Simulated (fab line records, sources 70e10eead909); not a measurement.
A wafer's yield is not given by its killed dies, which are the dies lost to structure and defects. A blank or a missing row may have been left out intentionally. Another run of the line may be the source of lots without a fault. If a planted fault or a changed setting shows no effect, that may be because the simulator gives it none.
fab line records | flow nandHarc
record lots=5 wafers=15 lastDay=25
route steps=1159 shown A_M1@1037
lots that met no fault: from a run of the same line without faults
startH: hours from the record's first day to the start of the lot's first wafer shown | waitH: hours from the lot's prior step to this one | " identical to the entry in the row above | L1.1+2: a single row standing in for several wafers | - value missing, or start not given | * or withheld: withheld | < > ~ a bound
route shown NAME@n: a module of which the file shows steps, and the number in the route of the first | usual: mean/standard deviation taken from wafers without a fault | same: alike in all rows | chamber/n: place in a boat | sites: each site's reading | _std_site: their standard deviation | _edge_site: outer sites' mean less inner sites' | radiusMm: how far each site lies from the wafer's centre | mask NAME#n: copy n | behind: tool/chamber where the wafer was last shaped | hold: cause of the lot's hold/its duration in hours/its outcome | device: names the non-switching transistor (n, p or np) | end of line: the same wafers' tests at the end of the route | for a step that has no rows: nothing shown but its recipe | killed: at the first sort, the dies lost to defects and structure; wafer yield is something else | map: a wafer's dies, x killed, . not, _ none there
set.NAME: the setting as run; set.NAME@STEP: as run at that earlier step | model.NAME: the simulator's own value behind a step, which no gauge read
lots at selected steps of the route; one table per step, one row per wafer
services: when a tool's chamber went out of use (startH, in hours from the record's first day, below 0 if earlier), for how many hours, and the reason
## steps
# step NHARC_A_M1_OVL_MEAS_10
# recipe pitchNm=240
# usual overlayXNm=-0.1/0.76 overlayYNm=-0.2/0.64
# columns lot.wafer tool chamber startH waitH overlayXNm overlayYNm
L742.1 overlay-01 - 406.97 - 0.1 -0.9
L742.5 " - " " -0.2 -1.6
L742.6 " - " " 0.2 -0.9
L747.3 overlay-02 - 418.73 - 0.2 0.0
L747.4 " - " " 1.0 -0.1
L747.5 " - " " 0.1 0.1
L754.2 overlay-01 - 463.50 - -1.3 0.2
L754.3 " - " " -1.1 -0.2
L754.4 " - " " -1.6 0.3
L762.1 overlay-01 - 524.99 - -0.4 0.3
L762.2 " - " " -0.8 0.3
L762.3 " - " " -1.1 -0.3
L765.3 overlay-02 - 547.46 - 0.5 0.5
L765.5 " - " " 0.4 0.0
L765.6 " - " " 0.3 0.7
# step NHARC_A_M1_INSPECT_11
# usual rawDefectCount=32/14
# columns lot.wafer tool chamber startH waitH rawDefectCount
L742.1 defectInspect-02 - 407.01 0.0 19
L742.5 " - " " 16
L742.6 " - " " 15
L747.3 defectInspect-02 - 418.76 0.0 20
L747.4 " - " " 23
L747.5 " - " " 20
L754.2 defectInspect-02 - 463.54 0.0 41
L754.3 " - " " 51
L754.4 " - " " 43
L762.1 defectInspect-02 - 525.02 0.0 49
L762.2 " - " " 46
L762.3 " - " " 36
L765.3 defectInspect-02 - 547.50 0.0 55
L765.5 " - " " 47
L765.6 " - " " 54
# step NHARC_A_M1_DESCUM_14
# recipe timeS=3 o2FlowSccm=200 arFlowSccm=0 biasPowerW=0 chemistry=O2
# usual drypumpMotorCurrentA=5.6/0.5 oesProductAu=1.002/0.0092 rfVppV=57.9/0.94 showerheadPlenumPTorr=1.91/0.092 throttleValvePct=11.311/0.0087
# columns lot.wafer tool chamber startH waitH drypumpMotorCurrentA oesProductAu rfHoursCounterH rfVppV showerheadPlenumPTorr throttleValvePct
L742.1 rieDiel-04 0 407.08 0.1 5.3 0.996 5.9 58.2 2.05 11.308
L742.5 " 3 " " 5.5 0.989 - 56.4 1.87 11.308
L742.6 " 0 " " 5.3 0.996 - 57.7 2.05 11.292
L747.4 rieDiel-10 1 418.83 0.1 5.0 1.002 1.1 59.5 2.05 11.316
L747.3 " 2 " " 5.8 0.993 1.1 59.6 2.03 11.312
L747.5 " 0 " " 4.9 1.005 - 57.7 1.82 11.319
L754.4 rieDiel-10 3 463.61 0.1 6.4 0.990 2.4 57.0 1.93 11.304
L754.3 " 0 " " 4.9 1.018 2.4 58.9 1.82 11.328
L754.2 " 1 " " 5.0 1.004 2.4 57.2 2.05 11.303
L762.3 rieDiel-04 2 525.08 0.1 5.8 0.996 1.9 58.4 1.84 11.313
L762.2 " 3 " " 5.5 1.011 2.7 59.1 1.87 11.304
L762.1 " 0 " " 5.3 0.995 2.1 59.3 2.05 11.315
L765.3 rieDiel-06 0 547.57 0.1 5.8 1.014 8.0 58.7 1.88 11.323
L765.5 " 2 " " 5.8 0.983 - 58.2 1.81 11.309
L765.6 " 3 " " 4.7 0.999 - 58.4 1.98 11.321
# step NHARC_A_M1_ETCH_35
# recipe targetDepthA=400 overetchA=120 timeS=43.94 ionEnergyEv=200 n2FlowSccm=150 h2FlowSccm=150 arFlowSccm=0 rfW=400 biasW=150 chemistry=N2/H2
# usual drypumpMotorCurrentA=5.6/0.5 oesProductAu=1.002/0.01 rfVppV=430.3/2.9 showerheadPlenumPTorr=2.03/0.1 throttleValvePct=14.170/0.0088
# columns lot.wafer tool chamber startH waitH drypumpMotorCurrentA oesProductAu rfHoursCounterH rfVppV showerheadPlenumPTorr throttleValvePct
L742.1 rieDiel-04 2 407.17 0.1 5.8 0.995 6.4 429.8 1.96 14.173
L742.6 " 0 " " 5.3 0.989 - 435.3 2.19 14.163
L742.5 " 1 " " 6.0 1.001 - 428.0 1.96 14.174
L747.3 rieDiel-10 0 418.91 0.1 4.9 1.001 1.1 427.8 1.94 14.161
L747.4 " 1 " " 5.0 0.994 1.1 436.0 2.19 14.169
L747.5 " 0 " " 4.9 0.997 - 427.8 1.94 14.176
L754.4 rieDiel-10 1 463.69 0.1 5.0 0.997 2.4 434.6 2.18 14.181
L754.3 " 2 " " 5.8 0.984 2.4 434.2 2.17 14.170
L754.2 " 3 " " 6.4 0.994 2.4 430.9 2.06 14.174
L762.1 rieDiel-04 2 525.17 0.1 5.8 0.997 1.9 428.4 1.96 14.161
L762.3 " 3 " " 5.5 1.012 2.7 429.6 1.99 14.171
L762.2 " 0 " " 5.3 0.995 2.1 437.2 2.19 14.154
L765.3 rieDiel-06 1 547.65 0.1 6.3 1.007 8.4 427.7 1.90 14.166
L765.5 " 3 " " 4.7 0.981 - 433.2 2.12 14.177
L765.6 " 0 " " 5.8 1.024 - 429.5 2.00 14.180
# step NHARC_A_M1_ETCH_15
# recipe targetDepthA=1825 timeS=91.2 c4f8FlowSccm=withheld arFlowSccm=400 rfW=600 biasW=300 chemistry=C4F8/Ar
# step NHARC_A_M1_CD_MEAS_16
# usual cdNm=119.8/0.91
# columns lot.wafer tool chamber startH waitH cdNm
L742.1 cdSem-02 - 407.38 - 120.6
L742.5 " - " " 120.7
L742.6 " - " " 120.1
L747.3 cdSem-02 - 419.13 - 119.4
L747.4 " - " " 120.0
L747.5 " - " " 119.6
L754.2 cdSem-03 - 463.91 - 118.6
L754.3 " - " " 119.9
L754.4 " - " " 119.2
L762.1 cdSem-02 - 525.39 - 118.7
L762.2 " - " " 119.7
L762.3 " - " " 119.9
L765.3 cdSem-02 - 547.87 - 120.5
L765.5 " - " " 121.2
L765.6 " - " " 120.8
# step NHARC_A_M1_STRIP_18
# recipe powerW=1000 n2FlowSccm=150 h2FlowSccm=150 arFlowSccm=0 biasW=0 chemistry=N2/H2
# usual drypumpMotorCurrentA=5.6/0.51 oesProductAu=1.000/0.0099 rfVppV=90.6/0.94 showerheadPlenumPTorr=2.03/0.1 throttleValvePct=14.171/0.0085
# columns lot.wafer tool chamber startH waitH drypumpMotorCurrentA oesProductAu rfHoursCounterH rfVppV showerheadPlenumPTorr throttleValvePct
L742.1 rieDiel-06 3 407.52 0.1 4.7 0.980 13.2 91.6 2.12 14.167
L742.6 " 1 " " 6.2 0.991 - 89.8 1.90 14.178
L742.5 " 2 " " 5.8 0.995 - 89.6 1.93 14.183
L747.3 rieDiel-10 3 419.23 0.1 6.4 0.993 1.2 90.1 2.06 14.168
L747.4 " 1 " " 5.0 1.013 1.2 93.1 2.19 14.176
L747.5 " 3 " " 6.5 0.991 - 90.5 2.06 14.178
L754.2 rieDiel-06 3 464.00 0.1 4.7 1.001 2.1 91.4 2.12 14.181
L754.3 " 0 " " 5.8 1.020 2.1 91.2 2.01 14.176
L754.4 " 2 " " 5.8 1.000 2.1 90.9 1.93 14.168
L762.2 rieDiel-06 2 525.46 0.1 5.8 0.995 6.3 89.3 1.93 14.172
L762.3 " 3 " " 4.7 0.988 5.8 91.4 2.12 14.181
L762.1 " 1 " " 6.3 0.995 6.8 90.7 1.90 14.179
L765.3 rieDiel-10 0 547.93 0.1 4.9 0.994 0.2 91.1 1.94 14.179
L765.5 " 0 " " 4.9 0.991 - 90.0 1.94 14.161
L765.6 " 1 " " 5.0 1.007 - 91.1 2.18 14.159
# step NHARC_A_M1_ETCH_28
# recipe targetDepthA=300 overEtchFrac=0.3 timeS=72.99 ionEnergyEv=150 cf4FlowSccm=50 n2FlowSccm=100 arFlowSccm=150 rfW=300 biasW=100 chemistry=CF4/N2
# usual drypumpMotorCurrentA=5.6/0.5 oesProductAu=1.002/0.0099 rfVppV=314.1/2.1 showerheadPlenumPTorr=2.62/0.12 throttleValvePct=19.795/0.0093
# columns lot.wafer tool chamber startH waitH drypumpMotorCurrentA oesProductAu rfHoursCounterH rfVppV showerheadPlenumPTorr throttleValvePct
L742.1 rieDiel-06 1 - - 6.2 1.002 11.1 310.9 2.46 19.796
L742.5 " 1 " " 6.2 0.987 - 311.4 2.46 19.798
L742.6 " 3 " " 4.7 0.990 - 316.3 2.72 19.785
L747.4 rieDiel-10 1 - - 5.0 0.998 1.2 317.5 2.80 19.802
L747.3 " 3 " " 6.4 1.000 1.3 315.2 2.65 19.790
L747.5 " 2 " " 5.8 0.999 - 317.7 2.78 19.802
L754.3 rieDiel-06 1 - - 6.3 0.997 2.2 312.5 2.46 19.797
L754.2 " 2 " " 5.8 0.994 2.2 313.0 2.49 19.794
L754.4 " 0 " " 5.8 1.017 2.1 314.1 2.59 19.821
L762.2 rieDiel-06 0 - - 5.8 1.016 6.7 313.3 2.59 19.784
L762.1 " 1 " " 6.3 1.004 6.9 311.6 2.46 19.789
L762.3 " 2 " " 5.8 0.997 6.3 312.2 2.49 19.779
L765.3 rieDiel-10 2 - - 5.8 1.005 0.2 317.5 2.78 19.803
L765.6 " 1 " " 5.0 1.009 - 316.6 2.80 19.800
L765.5 " 2 " " 5.8 1.000 - 315.4 2.78 19.810
# step NHARC_A_M1_STRIP_19
# recipe timeS=600 tempC=30 chemistry=postEtchResidueRemover
# step NHARC_A_M1_DEGAS_29
# recipe tempC=250 timeS=60
# step NHARC_A_M1_PRE_CLEAN_30
# recipe timeS=30 tempC=280 gas=H2/He
# usual heaterPowerW=404/56
# columns lot.wafer tool chamber startH waitH heaterPowerW
L742.1 pvdSputter-02 - - - 342
L742.5 " - " " 342
L742.6 " - " " 365
L747.4 pvdSputter-01 - - - 372
L747.3 " - " " 484
L747.5 " - " " 391
L754.3 pvdSputter-01 - - - 381
L754.2 " - " " 388
L754.4 " - " " 481
L762.3 pvdSputter-03 - - - 424
L762.1 " - " " 488
L762.2 " - " " 440
L765.3 pvdSputter-03 - - - 414
L765.6 " - " " 479
L765.5 " - " " 464
# step NHARC_A_M1_PVD_20
# recipe targetThkA=50 biasV=168.6 powerW=15000 chamberPressurePa=0.12 timeS=8.06 substrateTempC=50 material=TaN
# step NHARC_A_M1_PVD_21
# recipe targetThkA=300 chamberPressurePa=5 powerW=5000 substrateTempC=30 timeS=20.49 material=Cu
# usual throttleValvePct=30.0/0.74 timeS=20.49/0
# columns lot.wafer tool chamber startH waitH throttleValvePct timeS
L742.1 pvdSputter-02 - 408.41 - 30.0 20.49
L742.6 " - " " 29.1 20.49
L742.5 " - " " 29.1 20.49
L747.3 pvdSputter-01 - 420.08 - 31.3 20.49
L747.4 " - " " 30.6 20.49
L747.5 " - " " 31.2 20.49
L754.3 pvdSputter-01 - 464.86 - 30.6 11.46
L754.2 " - " " 31.4 11.46
L754.4 " - " " 30.0 11.46
L762.2 pvdSputter-03 - 526.33 - 29.9 20.49
L762.1 " - " " 29.3 20.49
L762.3 " - " " 30.8 20.49
L765.3 pvdSputter-03 - 549.46 - 30.2 20.49
L765.6 " - " " 30.8 20.49
L765.5 " - " " 30.3 20.49
# step NHARC_A_M1_ECD_22
# recipe targetThkA=4000 bathTempC=25 material=Cu
## services
# columns tool chamber startH hours kind
rieDiel-10 0 387.29 - clean
rieDiel-10 1 387.29 - clean
rieDiel-10 2 387.29 - clean
rieDiel-10 3 387.29 - clean
pvdSputter-02 - 392.02 10.0 pm
rieDiel-06 0 395.45 15.0 repair
rieDiel-06 1 397.21 - clean
rieDiel-06 2 397.21 - clean
rieDiel-06 3 397.21 - clean
rieDiel-10 0 411.79 - clean
rieDiel-10 1 411.79 - clean
rieDiel-10 2 411.79 - clean
rieDiel-10 3 411.79 - clean
rieDiel-06 - 418.21 9.0 pm
pvdSputter-03 - 458.00 10.0 pm
rieDiel-04 - 465.90 9.0 pm
pvdSputter-03 - 473.76 3.9 repair
rieDiel-06 3 477.56 6.1 repair
rieDiel-04 2 493.21 5.8 repair
rieDiel-04 0 515.87 7.0 repair
rieDiel-10 - 530.78 9.0 pm
rieDiel-04 0 538.07 4.8 repair
rieDiel-04 2 539.08 13.7 repair
pvdSputter-01 - 540.14 10.0 pm
## key
firstSign step=NHARC_A_M1_PVD_21 reading=timeS direction=down sigmas=99+ usual=* struck=*
effect none on later readings
metAt NHARC_A_M1_PVD_21
struckWafers L754.2,L754.3,L754.4
onsetBetween 420.08 464.86
fault kind=processParameterDrift tool=pvdSputter-01 chamber=- onsetH=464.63 steps=NHARC_A_M1_PVD_21 channel=timeS offset=* shape=step endH=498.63 actsIn=* stated=*
